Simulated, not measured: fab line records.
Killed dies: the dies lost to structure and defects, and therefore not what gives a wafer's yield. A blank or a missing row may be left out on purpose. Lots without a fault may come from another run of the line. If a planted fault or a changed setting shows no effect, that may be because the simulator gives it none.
8D (eight disciplines) problem report, filled in by code || flow n5-finfet || the parts of the form that need people (team, actions taken, sign-off) are left out

## 1. PROBLEM STATEMENT
Wafers without a fault read 13, standard deviation 5.5; killed_at_M4_up at N5_PASSIVATION_PROBE_49 reads a mean of 330 on 6 wafers belonging to 2 lots. That puts it +58 standard deviations away from the usual mean.
First seen on wafer L276.2, day 18 02:46, on prober-01. The record holds 30 wafers of 10 lots with a number at this step. Rule for "out", or "out of limits": more than 4 standard deviations from the usual mean. The rest of the wafers with a number are treated as sound.

## 2. WHAT IT IS; WHAT IT IS NOT
{"question": "which readings at this step", "is": "killed_at_M4_up, defect-limited-yield, killed-dies, sort_bin_5_function, sort-n-pass, sort-yield-pct", "is not": "killed-at-front-end, killed-at-other, sort_bin_6_memory"}
{"question": "which lots", "is": "L276, L277", "is not": "L257, L258, L259, L260, L263, L264, L267, L278"}
{"question": "which wafers of those lots", "is": "all that have a number", "is not": "-"}
{"question": "read on which tools", "is": "prober-01", "is not": "prober-02"}
{"question": "when", "is": "from day 18 02:46", "is not": "up to then (21 sound wafers); but 3 sound wafers of L278 came after"}

## 3. THE SUSPECTS, EACH WITH WHAT RULES IT OUT
Counting: a tool at a process step up to the reading stays a suspect if it ran every lot that is out and no sound lot after the first of them.
- pecvd-02 at N5_BEOL_M5_PECVD_70 (deposits SiO2 from TEOS/O2, target thk 16 nm, time 18 s): kept. It processed each lot that is out, first L276 at day 13 08:26, and no sound lot thereafter; up to then, the last sound lot it processed was L263 at day 10 02:48.
- prober-01 at N5_PASSIVATION_PROBE_49: ruled out as a lasting fault. After its first lot that is out, L276 (day 18 02:46), sound lots L278 ran on it.
The count leaves pecvd-02 at N5_BEOL_M5_PECVD_70.

## 4. THE CAUSE (what the simulator had put in)
At N5_BEOL_M5_PECVD_70, the step was skipped entirely on pecvd-02 from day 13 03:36 on. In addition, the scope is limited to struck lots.
The count eliminated every tool but this one.

## 5. SEQUENCE OF EFFECTS, ordered by route
Rows list readings where the struck wafers' mean (over those with a number) sits beyond 3 standard deviations from the usual. Only readings for which the record gives a usual standard deviation are gone through. hours: the time from each lot's start at the first step in this table that gives one to its start at this step, as a median over the lots. sigmas: the change in usual standard deviations.
{"hours": 0, "step": "N5_PASSIVATION_PROBE_49", "reading": "defect-limited-yield", "usual": "90.9 %", "on struck wafers": 62.1, "change": -28.8, "sigmas": -19}
{"hours": 0, "step": "N5_PASSIVATION_PROBE_49", "reading": "killed_at_M4_up", "usual": 13, "on struck wafers": 330, "change": "+318", "sigmas": "+58"}
{"hours": 0, "step": "N5_PASSIVATION_PROBE_49", "reading": "killed-dies", "usual": 108, "on struck wafers": 447, "change": "+339", "sigmas": "+19"}
{"hours": 0, "step": "N5_PASSIVATION_PROBE_49", "reading": "killed-on-rim", "usual": 15, "on struck wafers": 36, "change": "+21", "sigmas": "+5.2"}
{"hours": 0, "step": "N5_PASSIVATION_PROBE_49", "reading": "sort_bin_5_function", "usual": "5.4 %", "on struck wafers": 33.2, "change": "+27.9", "sigmas": "+28"}
{"hours": 0, "step": "N5_PASSIVATION_PROBE_49", "reading": "sort-n-pass", "usual": 1072, "on struck wafers": 733, "change": -339, "sigmas": -19}
{"hours": 0, "step": "N5_PASSIVATION_PROBE_49", "reading": "sort-yield-pct", "usual": "90.9 %", "on struck wafers": 62.1, "change": -28.8, "sigmas": -19}
The process steps in it:
- N5_PASSIVATION_PROBE_49
Readings that are blank on the struck wafers while sound wafers have them: chamber-pressure-Torr at N5_BEOL_M5_PECVD_70; heater-power-outer-w at N5_BEOL_M5_PECVD_70; heater-power-w at N5_BEOL_M5_PECVD_70; showerhead-plenum-p-Torr at N5_BEOL_M5_PECVD_70; throttle-valve-pct at N5_BEOL_M5_PECVD_70.

## 6. WHAT WOULD HAVE CAUGHT IT SOONER
The fault began at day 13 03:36; the first out-of-limits reading in this record came at day 18 02:46, 119 hours later.
At N5_BEOL_M5_PECVD_70 the tool's readings are blank on the struck wafers, where sound wafers have them: an empty tool record is the first sign, and it was there at once.
By day 18 02:46 the whole set of lots that are out, 2 in number, had already begun N5_BEOL_M5_PECVD_70 on pecvd-02. Holding the tool at that point would not have protected any of them.
